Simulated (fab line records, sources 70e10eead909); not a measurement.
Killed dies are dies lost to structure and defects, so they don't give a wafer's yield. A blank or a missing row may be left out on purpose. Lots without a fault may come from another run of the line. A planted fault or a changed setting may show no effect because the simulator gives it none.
Chamber matching | flow nand_harc | NHARC_A_BLC_STRIP_29 on rie_diel-02: 4 sister chambers
The step strips in CF4. 22 wafers are shown with their chamber, then 11 later ones without.

WAFERS WITH THEIR CHAMBER
wafer  | chamber | oes_product_au (a.u.) | rf_vpp_V (V) | throttle_valve_pct (%)
L074.1 | 2       | 0.992                 | 59.5         | 13.276
L074.2 | 3       | 1.009                 | 59.5         | 13.284
L074.5 | 0       | 1.015                 | 58.2         | 13.295
L079.2 | 1       | 1.030                 | 58.7         | 13.301
L079.3 | 0       | 1.016                 | 58.8         | 13.293
L079.6 | 3       | 0.987                 | 59.8         | 13.286
L084.1 | 1       | 1.024                 | 60.4         | 13.290
L084.2 | 3       | 0.997                 | 59.1         | 13.290
L084.6 | 1       | 1.020                 | 60.2         | 13.285
L085.1 | 3       | 0.995                 | 58.8         | 13.278
L085.4 | 2       | 0.988                 | 59.1         | 13.287
L085.5 | 3       | 0.991                 | 58.2         | 13.282
L090.1 | 2       | 0.974                 | 60.0         | 13.295
L090.3 | 1       | 1.024                 | 59.4         | 13.294
L090.6 | 1       | 1.016                 | 59.2         | 13.304
L088.2 | 3       | 0.979                 | 59.5         | 13.292
L088.3 | 2       | 0.974                 | 59.3         | 13.298
L088.6 | 0       | 1.012                 | 59.5         | 13.289
L089.1 | 3       | 0.985                 | 59.4         | 13.277
L089.2 | 0       | 1.020                 | 58.4         | 13.272
L089.5 | 1       | 1.014                 | 59.4         | 13.287
L091.1 | 2       | 0.976                 | 59.4         | 13.299

SIGNATURES (means of the wafers above)
reading            | chamber 0 | chamber 1 | chamber 2 | chamber 3 | scatter within a chamber
oes_product_au     | 1.01575   | 1.02133   | 0.98080   | 0.99186   | 0.00769
rf_vpp_V           | 58.725    | 59.550    | 59.460    | 59.186    | 0.539
throttle_valve_pct | 13.28725  | 13.29350  | 13.29100  | 13.28414  | 0.00811
Rule: a wafer's distance from a chamber is the root of the sum, over the readings, of the square of ((its reading less the chamber's mean) divided by the reading's scatter). The wafer belongs to the nearest chamber; if the next one is less than 2 further off, it can't be placed. The scatter: the root of (the sum of the squares of (reading less its chamber's mean) over the shown wafers, divided by (wafers less chambers)).

WAFERS WITHOUT THEIR CHAMBER
wafer  | oes_product_au (a.u.) | rf_vpp_V (V) | throttle_valve_pct (%)
L091.4 | 0.987                 | 60.2         | 13.282
L091.6 | 1.023                 | 59.4         | 13.295
L094.1 | 1.001                 | 59.9         | 13.298
L094.4 | 1.031                 | 58.5         | 13.274
L094.6 | 1.015                 | 58.9         | 13.291
L096.2 | 1.025                 | 58.6         | 13.260
L096.4 | 0.990                 | 59.3         | 13.302
L096.5 | 0.984                 | 58.6         | 13.287
L097.2 | 0.983                 | 59.2         | 13.273
L097.4 | 0.999                 | 59.5         | 13.299
L097.6 | 1.019                 | 58.4         | 13.288

WHICH CHAMBER EACH WENT THROUGH
wafer  | from the rows above               | in truth
L091.4 | can't be placed: 2 or 3           | 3
L091.6 | can't be placed: 1 or 0           | 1
L094.1 | can't be placed: 3 or 1 or 2 or 0 | 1
L094.4 | can't be placed: 0 or 1           | 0
L094.6 | can't be placed: 0 or 1           | 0
L096.2 | can't be placed: 0 or 1 or 3      | 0
L096.4 | can't be placed: 2 or 3           | 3
L096.5 | can't be placed: 3 or 2           | 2
L097.2 | can't be placed: 3 or 2           | 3
L097.4 | can't be placed: 3 or 2 or 1 or 0 | 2
L097.6 | can't be placed: 0 or 1           | 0
Placed correctly: 0 of 11. Can't be placed from these rows: 11 (the true chamber is among the candidates in 11). Placed wrongly: 0.
